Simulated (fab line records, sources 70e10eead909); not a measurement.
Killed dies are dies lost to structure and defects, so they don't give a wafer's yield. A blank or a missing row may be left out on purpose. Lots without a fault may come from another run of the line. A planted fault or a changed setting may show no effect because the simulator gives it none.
Which tool did it? | flow nand_harc | 15 lots, 45 wafers sampled, at 4 steps of a route of 1302

WHAT THE GAUGES READ, wafer by wafer
The record holds no reading of a measuring or inspecting step that can be judged against a usual standard deviation.

WHICH TOOL RAN EACH LOT (tool, then ch and the chambers of the sampled wafers, then the start)
lot  | NHARC_A_CHANNEL_FILL_D2_STRIP_29              | NHARC_A_CHANNEL_FILL_D2_CMP_10 | NHARC_A_STAIRCASE_EXPOSE_163      | NHARC_A_STAIRCASE_DESCUM_168
L748 | rie_diel-12 ch 0,3, day 15 16:02 or earlier   | cmp-01 ch 0,1,3, day 15 16:02  | krf_scanner-01 ch 0, day 15 17:19 | rie_diel-10 ch 1,3, day 15 17:41
L747 | rie_diel-12 ch 1,3, day 15 16:02 or earlier   | cmp-04 ch 0,2, day 15 16:02    | krf_scanner-02 ch 0, day 15 17:38 | rie_diel-10 ch 0,2, day 15 18:01
L749 | rie_diel-13 ch 0,3, day 16 03:11 or earlier   | cmp-04 ch 0,1, day 16 03:11    | krf_scanner-02 ch 0, day 16 04:23 | rie_diel-05 ch 0,1, day 16 04:46
L750 | rie_diel-12 ch 0,2,3, day 16 21:22 or earlier | cmp-04 ch 0,3, day 16 21:22    | krf_scanner-02 ch 0, day 16 22:33 | rie_diel-11 ch 0,1, day 16 22:56
L751 | rie_diel-12 ch 1,2, day 17 04:58 or earlier   | cmp-04 ch 0,1,3, day 17 04:58  | krf_scanner-02 ch 0, day 17 06:07 | rie_diel-11 ch 0,1,3, day 17 06:31
L754 | rie_diel-12 ch 0,2,3, day 18 07:16 or earlier | cmp-03 ch 0,1,2, day 18 07:16  | krf_scanner-01 ch 0, day 18 08:31 | rie_diel-11 ch 1,2, day 18 08:57
L753 | rie_diel-13 ch 1,2, day 18 07:13 or earlier   | cmp-01 ch 0,1,3, day 18 07:13  | krf_scanner-02 ch 0, day 18 08:40 | rie_diel-11 ch 0,3, day 18 09:08
L755 | rie_diel-13 ch 0,1,3, day 18 19:40 or earlier | cmp-04 ch 0,1,3, day 18 19:40  | krf_scanner-04 ch 0, day 18 20:55 | rie_diel-10 ch 0,2, day 18 21:20
L759 | rie_diel-13 ch 2,3, day 20 12:38 or earlier   | cmp-01 ch 0,2,3, day 20 12:38  | krf_scanner-02, day 20 13:46      | rie_diel-11 ch 2,3, day 20 14:07
L758 | rie_diel-12 ch 0,2,3, day 20 12:37 or earlier | cmp-03 ch 0,1, day 20 12:37    | krf_scanner-01, day 20 13:59      | rie_diel-05 ch 0,1,2, day 20 14:22
L761 | rie_diel-13 ch 0,1,3, day 22 00:32 or earlier | cmp-01 ch 2,3, day 22 00:32    | krf_scanner-01, day 22 01:41      | rie_diel-05 ch 1,2,3, day 22 02:04
L765 | rie_diel-12 ch 1,2,3, day 22 15:43 or earlier | cmp-03 ch 1,2,3, day 22 15:43  | krf_scanner-01 ch 0, day 22 17:08 | rie_diel-10 ch 0,1,2, day 22 17:31
L767 | rie_diel-13 ch 0,1,3, day 23 19:19 or earlier | cmp-03 ch 0,1,2, day 23 19:19  | krf_scanner-02 ch 0, day 23 20:50 | rie_diel-11 ch 0,2,3, day 23 21:20
L769 | rie_diel-12 ch 1,2,3, day 24 08:28            | cmp-03 ch 0,2,3, day 24 14:05  | krf_scanner-01 ch 0, day 24 15:32 | rie_diel-10 ch 0,1,3, day 24 15:55
L770 | rie_diel-03 ch 2,3, day 25 01:02 or earlier   | cmp-01 ch 0,1,2, day 25 01:02  | krf_scanner-02 ch 0, day 25 02:19 | rie_diel-11 ch 0,1,3, day 25 02:43
- NHARC_A_CHANNEL_FILL_D2_STRIP_29: strips in O2, time 20 s.
- NHARC_A_CHANNEL_FILL_D2_CMP_10: polishes, target thk 150 nm.
- NHARC_A_STAIRCASE_EXPOSE_163: exposes mask STAIR OPEN.
- NHARC_A_STAIRCASE_DESCUM_168: chemistry O2, time 3 s.

WHAT THE TOOLS THEMSELVES READ (means of the sampled wafers that have a number; where no wafer has one, the mark that the record gives instead)
NHARC_A_CHANNEL_FILL_D2_STRIP_29. Usual: drypump_motor_current_A 5.6 A, standard deviation 0.43; oes_product_au 1.002 a.u., standard deviation 0.014; rf_vpp_V 57.8 V, standard deviation 0.95; showerhead_plenum_p_Torr 3.51 Torr, standard deviation 0.15; throttle_valve_pct 17.036 %, standard deviation 0.0083.
lot  | tool        | drypump_motor_current_A (A) | oes_product_au (a.u.) | rf_vpp_V (V) | showerhead_plenum_p_Torr (Torr) | throttle_valve_pct (%) | flag
L748 | rie_diel-12 | 5.8                         | 0.990                 | 58.1         | 3.51                            | 17.038                 |
L747 | rie_diel-12 | 5.8                         | 1.001                 | 56.4         | 3.42                            | 17.037                 |
L749 | rie_diel-13 | 5.3                         | 1.003                 | 57.7         | 3.56                            | 17.030                 |
L750 | rie_diel-12 | 5.7                         | 0.993                 | 57.1         | 3.49                            | 17.032                 |
L751 | rie_diel-12 | 5.6                         | 1.001                 | 56.9         | 3.39                            | 17.035                 |
L754 | rie_diel-12 | 5.7                         | 1.000                 | 57.7         | 3.49                            | 17.038                 |
L753 | rie_diel-13 | 5.2                         | 0.998                 | 58.1         | 3.60                            | 17.031                 |
L755 | rie_diel-13 | 5.3                         | 0.991                 | 57.7         | 3.62                            | 17.038                 |
L759 | rie_diel-13 | 6.0                         | 0.978                 | 57.6         | 3.51                            | 17.036                 |
L758 | rie_diel-12 | 5.7                         | 1.006                 | 58.2         | 3.49                            | 17.029                 |
L761 | rie_diel-13 | 5.3                         | 1.007                 | 58.6         | 3.62                            | 17.036                 |
L765 | rie_diel-12 | 5.7                         | 1.016                 | 56.9         | 3.40                            | 17.043                 |
L767 | rie_diel-13 | 5.3                         | 1.003                 | 58.8         | 3.62                            | 17.038                 |
L769 | rie_diel-12 | 5.7                         | 1.006                 | 58.4         | 3.40                            | 17.037                 |
L770 | rie_diel-03 | 5.4                         | 1.001                 | 58.5         | 3.65                            | 17.031                 |

NHARC_A_CHANNEL_FILL_D2_CMP_10. Usual: motor_current_A 11.8 A, standard deviation 1.1; time_to_endpoint_s 15.7 s, standard deviation 2.6.
lot  | tool   | motor_current_A (A) | time_to_endpoint_s (s) | flag
L748 | cmp-01 | 11.1                | 11.5                   |
L747 | cmp-04 | 13.0                | 20.0                   |
L749 | cmp-04 | 12.5                | 16.1                   |
L750 | cmp-04 | 11.6                | 18.4                   |
L751 | cmp-04 | 12.2                | 17.4                   |
L754 | cmp-03 | 11.6                | 16.5                   |
L753 | cmp-01 | 11.2                | 14.9                   |
L755 | cmp-04 | 12.3                | 16.6                   |
L759 | cmp-01 | 10.9                | 13.4                   |
L758 | cmp-03 | 12.3                | 11.0                   |
L761 | cmp-01 | 10.6                | 16.6                   |
L765 | cmp-03 | 12.2                | 16.8                   |
L767 | cmp-03 | 12.1                | 16.5                   |
L769 | cmp-03 | 12.7                | 14.5                   |
L770 | cmp-01 | 10.7                | 14.3                   |

NHARC_A_STAIRCASE_EXPOSE_163. Usual: exposure_dose_mJ_cm2 20.014, standard deviation 0.018; focus_offset_nm 0.0 nm, standard deviation 0.47; stage_vel_mm_s 499.95 mm/s, standard deviation 0.26.
lot  | tool           | exposure_dose_mJ_cm2 | focus_offset_nm (nm) | stage_vel_mm_s (mm/s) | flag
L748 | krf_scanner-01 | 20.032               | -0.4                 | 499.73                |
L747 | krf_scanner-02 | 20.034               | -0.1                 | 500.13                |
L749 | krf_scanner-02 | 20.012               | 0.2                  | 499.89                |
L750 | krf_scanner-02 | 19.991               | 0.3                  | 499.59                |
L751 | krf_scanner-02 | 20.025               | 0.2                  | 499.96                |
L754 | krf_scanner-01 | 20.039               | -0.6                 | 500.09                |
L753 | krf_scanner-02 | 20.024               | 0.2                  | 499.99                |
L755 | krf_scanner-04 | 20.001               | 0.1                  | 500.03                |
L759 | krf_scanner-02 | -                    | -                    | -                     | OFF
L758 | krf_scanner-01 | -                    | -                    | -                     | OFF
L761 | krf_scanner-01 | -                    | -                    | -                     | OFF
L765 | krf_scanner-01 | 20.018               | 0.1                  | 500.32                |
L767 | krf_scanner-02 | 20.013               | 0.1                  | 499.87                |
L769 | krf_scanner-01 | 20.009               | -0.4                 | 499.81                |
L770 | krf_scanner-02 | 20.024               | 0.1                  | 500.18                |

NHARC_A_STAIRCASE_DESCUM_168. Usual: drypump_motor_current_A 5.8 A, standard deviation 0.36; oes_product_au 1.000 a.u., standard deviation 0.017; rf_vpp_V 57.9 V, standard deviation 0.85; showerhead_plenum_p_Torr 1.94 Torr, standard deviation 0.093; throttle_valve_pct 11.311 %, standard deviation 0.0099.
lot  | tool        | drypump_motor_current_A (A) | oes_product_au (a.u.) | rf_vpp_V (V) | showerhead_plenum_p_Torr (Torr) | throttle_valve_pct (%) | flag
L748 | rie_diel-10 | 5.4                         | 0.998                 | 57.8         | 1.89                            | 11.306                 |
L747 | rie_diel-10 | 5.7                         | 1.023                 | 57.7         | 1.90                            | 11.308                 |
L749 | rie_diel-05 | 6.2                         | 1.000                 | 57.9         | 1.98                            | 11.307                 |
L750 | rie_diel-11 | 5.5                         | 1.011                 | 58.0         | 2.05                            | 11.308                 |
L751 | rie_diel-11 | 5.7                         | 0.996                 | 58.1         | 1.99                            | 11.324                 |
L754 | rie_diel-11 | 5.9                         | 0.984                 | 58.3         | 2.05                            | 11.314                 |
L753 | rie_diel-11 | 5.9                         | 1.002                 | 58.4         | 1.94                            | 11.315                 |
L755 | rie_diel-10 | 5.7                         | 0.995                 | 57.3         | 1.89                            | 11.313                 |
L759 | rie_diel-11 | 6.1                         | 0.993                 | 58.3         | 1.99                            | 11.312                 |
L758 | rie_diel-05 | 6.3                         | 1.011                 | 58.7         | 1.89                            | 11.313                 |
L761 | rie_diel-05 | 6.0                         | 1.005                 | 58.3         | 1.87                            | 11.310                 |
L765 | rie_diel-10 | 5.5                         | 0.996                 | 57.4         | 1.90                            | 11.312                 |
L767 | rie_diel-11 | 5.9                         | 0.996                 | 57.9         | 1.97                            | 11.310                 |
L769 | rie_diel-10 | 5.6                         | 0.997                 | 57.9         | 1.96                            | 11.312                 |
L770 | rie_diel-11 | 5.7                         | 1.004                 | 58.0         | 1.97                            | 11.311                 |

THE ANSWER, worked out from the rows above alone
Rule: a lot is off if the mean of its wafers that have a number lies more than 3 standard deviations from the usual mean. A lot without any number at a reading at which 4 lots or more have one is off too. The other lots that the step has rows for count as sound. The gauges are gone through in route order, then the tools' own readings, and for those a lot's mean is taken as printed above. The first step at which some lot is off is used, and at that step the reading that is off furthest; a lot without a number counts as furthest.
Off: L759, L758, L761, at NHARC_A_STAIRCASE_EXPOSE_163 (exposure_dose_mJ_cm2). Without a number there: L759, L758, L761.
A tool fits if, at that step or a process step before it, it ran every lot that is off, and no sound lot after the first of them. NHARC_A_CHANNEL_FILL_D2_STRIP_29 gives no start for some lots, so the hours and the order of its lots are those of NHARC_A_CHANNEL_FILL_D2_CMP_10. None of those tried fits.

WHAT THE SIMULATOR HAD PUT IN
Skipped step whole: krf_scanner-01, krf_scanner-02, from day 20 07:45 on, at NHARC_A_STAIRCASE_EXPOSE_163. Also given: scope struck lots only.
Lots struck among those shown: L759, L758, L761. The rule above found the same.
